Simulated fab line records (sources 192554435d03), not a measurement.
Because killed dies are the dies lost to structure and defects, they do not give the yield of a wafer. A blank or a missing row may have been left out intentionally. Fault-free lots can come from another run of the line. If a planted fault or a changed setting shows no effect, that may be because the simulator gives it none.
The tool behind it: which one? | flow n5-finfet | Sampling: 12 lots, 36 wafers, 4 of 1938 route steps

== WHAT EACH GAUGE READ, for each wafer ==
N5_BEOL_M15_THK_MEAS_50: measures by xrf.
lot  | measured     | on            | M15_THK (nm)
L074 | day 13 01:56 | film-metro-02 | 853 847 836
L077 | day 13 13:13 | film-metro-01 | 822 848 846
L078 | day 13 20:14 | film-metro-01 | 842 860 859
L083 | day 14 01:35 | film-metro-02 | 861 867 836
L084 | day 15 06:02 | film-metro-01 | 860 832 836
L088 | day 15 10:29 | film-metro-02 | 837 868 829
L086 | day 15 21:32 | film-metro-02 | 851 896 881
L089 | day 16 09:37 | film-metro-02 | 863 858 878
L090 | day 16 19:01 | film-metro-02 | 822 863 859
L093 | day 17 02:39 | film-metro-01 | 846 847 840
L095 | day 17 17:38 | film-metro-02 | 836 857 839
L097 | day 18 15:46 | film-metro-01 | 852 836 838

== TOOL THAT RAN EACH LOT (tool first, then ch and the chambers of the sampled wafers, then the start) ==
lot  | N5_BEOL_M14_DEP_53              | N5_BEOL_M15_ETCH_57                | N5_BEOL_M15_PRE_CLEAN_42
L074 | pecvd-04 ch 0,2, day 12 18:35   | rie-diel-05 ch 2,3, day 12 20:03   | pvd-sputter-03, day 13 00:46
L077 | pecvd-04 ch 0,1,2, day 13 04:32 | rie-diel-04 ch 0,1,2, day 13 06:06 | pvd-sputter-02, day 13 12:03
L078 | pecvd-03 ch 0,1,2, day 13 09:12 | rie-diel-02 ch 0,1, day 13 11:07   | pvd-sputter-03, day 13 19:05
L083 | pecvd-03 ch 1,2, day 13 18:02   | rie-diel-04 ch 1,2, day 13 19:25   | pvd-sputter-02, day 14 00:24
L084 | pecvd-03 ch 0,2, day 14 23:43   | rie-diel-04 ch 0,1,3, day 15 01:13 | pvd-sputter-03, day 15 04:53
L088 | pecvd-03 ch 1,2, day 15 02:20   | rie-diel-05 ch 0,1,2, day 15 03:54 | pvd-sputter-03, day 15 09:20
L086 | pecvd-03 ch 0,1, day 15 16:04   | rie-diel-05 ch 0,1, day 15 17:47   | pvd-sputter-02, day 15 19:46
L089 | pecvd-03 ch 0,1, day 16 03:25   | rie-diel-02 ch 1,3, day 16 04:55   | pvd-sputter-03, day 16 08:19
L090 | pecvd-04 ch 0,1,2, day 16 09:53 | rie-diel-04 ch 0,1,2, day 16 11:44 | pvd-sputter-02, day 16 17:52
L093 | pecvd-04 ch 0,1, day 16 22:03   | rie-diel-05 ch 1,2,3, day 16 23:25 | pvd-sputter-02, day 17 01:29
L095 | pecvd-03 ch 1,2, day 17 08:21   | rie-diel-02 ch 0,1,3, day 17 10:03 | pvd-sputter-01, day 17 16:29
L097 | pecvd-04 ch 0,1,2, day 18 11:03 | rie-diel-05 ch 0,1,2, day 18 12:44 | pvd-sputter-01, day 18 14:30
- N5_BEOL_M14_DEP_53: deposits SiCN from 3MS/NH3, target thk 50 nm, time 17.8 s.
- N5_BEOL_M15_ETCH_57: etches SOC in N2/H2, time 750 s.
- N5_BEOL_M15_PRE_CLEAN_42: time 30 s.

== THE ANSWER, worked out from the rows above alone ==
Rule: the usual values come from the lots themselves. The widest of any qualifying gaps counts: lots, ordered by their means at a reading, are off when they make up no more than a third of the lots, leave a main group of 4 or more, and stand apart from it by 3 or more times the standard deviation of that group's means. Not used: any main group whose means are identical at the precision the tables above print for the reading. Also off: a lot with no number at a reading for which 4 or more lots have one. All remaining lots with rows at the step are treated as sound.
Nothing can be told from this: no lot is off at any reading shown.

== WHAT HAD BEEN PUT IN BY THE SIMULATOR ==
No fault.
